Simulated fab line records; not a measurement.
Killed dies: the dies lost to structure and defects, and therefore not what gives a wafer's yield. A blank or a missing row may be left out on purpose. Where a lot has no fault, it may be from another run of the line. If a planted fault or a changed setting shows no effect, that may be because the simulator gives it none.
A struck lot beside a sound one    flow nand_harc    15 out of 1302 route steps
Sound: wafers L844.1, L844.2, L844.6. Struck: wafer L855.2 (L855.1, L855.5, from the same lot, were not struck and are left out); the cause is given at the end.
At each step with rows: each side's tool, then ch and its chambers, then its first start. Under that, the readings that differ: sound wafers    struck wafers    difference of the means    sigmas: that difference in standard deviations of wafers without a fault.
alike: a reading whose means differ by less than 2 such deviations, as well as words and numbers matching on both sides. not compared: withheld readings; readings where some wafer has no value; bounds like >300 that might hide an equal value; numbers whose values overlap and for which the record gives no deviation.
The two part at a step that has a row with sigmas, a row that says differs or no value, or rows on one side only. When numbers do not overlap yet have no deviation, they are printed without sigmas and do not part them. A reading that every wafer of one side lacks parts them only if that side has two wafers or more.

first, 7 steps without rows for these wafers: NHARC_A_CHANNEL_HOLE_D1_COAT_37 (time 65 s); NHARC_A_CHANNEL_HOLE_D1_COAT_04 (resist thk 90 nm); NHARC_A_CHANNEL_HOLE_D1_SOFTBAKE_05 (time 55 s); NHARC_A_CHANNEL_HOLE_D1_EBR_06; NHARC_A_CHANNEL_HOLE_D1_EXPOSE_07 (exposes mask HOLE D1, target cd 100 nm); NHARC_A_CHANNEL_HOLE_D1_PEB_08 (peb time 65 s); NHARC_A_CHANNEL_HOLE_D1_DEVELOP_09 (develop time 35 s).
NHARC_A_CHANNEL_HOLE_D1_CD_MEAS_10: target cd 100 nm.
  sound on cd_sem-01 ch 0, day 8 23:23; struck on cd_sem-03 ch 0, day 13 07:13
  alike: cd_nm
NHARC_A_CHANNEL_HOLE_D1_OVL_MEAS_11:
  struck on overlay-01, day 13 07:18; sound on overlay-02, day 8 23:28
  alike: overlay_x_nm, overlay_y_nm
NHARC_A_CHANNEL_HOLE_D1_INSPECT_12:
  struck on defect_inspect-01, day 13 07:20; sound on defect_inspect-02, day 8 23:31
  alike: raw_defect_count
NHARC_A_CHANNEL_HOLE_D1_DESCUM_15: chemistry O2, time 3 s.
  sound on rie_diel-12 ch 0,1,2, day 8 23:35; struck on rie_diel-12 ch 3, day 13 07:24
reading                sound              struck  difference  sigmas
oes_product_au (a.u.)  1.016 0.997 1.008  0.992   -0.015      -2
  alike: drypump_motor_current_A, rf_vpp_V, showerhead_plenum_p_Torr, throttle_valve_pct
  not compared: rf_hours_counter_h
NHARC_A_CHANNEL_HOLE_D1_ETCH_38: etches the open film in CF4, target depth 39 nm, time 65 s.
  sound on rie_diel-12 ch 1,3, day 8 23:40; struck on rie_diel-12 ch 1, day 13 07:29
reading                 sound                 struck  difference  sigmas
throttle_valve_pct (%)  13.272 13.272 13.286  13.303  +0.026      +3
  alike: drypump_motor_current_A, oes_product_au, rf_vpp_V, showerhead_plenum_p_Torr
  not compared: rf_hours_counter_h
NHARC_A_CHANNEL_HOLE_D1_ETCH_39: etches the open film in N2/H2, target depth 260 nm, time 325 s.
  sound on rie_diel-12 ch 0,1,2, day 8 23:46; struck on rie_diel-12 ch 2, day 13 07:37
reading                sound              struck  difference  sigmas
oes_product_au (a.u.)  1.019 1.001 1.002  0.842   -0.165      -22
  alike: drypump_motor_current_A, rf_vpp_V, showerhead_plenum_p_Torr, throttle_valve_pct
  not compared: rf_hours_counter_h
NHARC_A_CHANNEL_HOLE_D1_ETCH_34: etches the open film in CF4/CHF3, target depth 154 nm, time 77 s.
  sound on rie_diel-12 ch 1,2; struck on rie_diel-12 ch 1
reading                sound              struck  difference  sigmas
oes_product_au (a.u.)  0.924 0.914 0.931  0.969   +0.046      +2
  alike: drypump_motor_current_A, rf_vpp_V, showerhead_plenum_p_Torr, throttle_valve_pct
  not compared: rf_hours_counter_h
-- jump in the record: it breaks off in module A_CHANNEL_HOLE_D1 and resumes in module END (first step shown: number 1302 of the route), and 15 days separate the struck wafers' starts before and after --
NHARC_END_SORT_01:
  sound on prober-01 ch 0, day 24 18:17; struck on prober-01 ch 0, day 28 16:56
reading          sound     struck  difference  sigmas
killed_at_array  69 85 79  373     +295        +14
killed_dies      76 90 81  376     +294        +15
  alike: killed_at_other, killed_at_periphery, killed_open, killed_short

WHERE THEY PART
At NHARC_A_CHANNEL_HOLE_D1_DESCUM_15 first; at NHARC_END_SORT_01 last (within this record only).

WHY: the cause the simulator had injected
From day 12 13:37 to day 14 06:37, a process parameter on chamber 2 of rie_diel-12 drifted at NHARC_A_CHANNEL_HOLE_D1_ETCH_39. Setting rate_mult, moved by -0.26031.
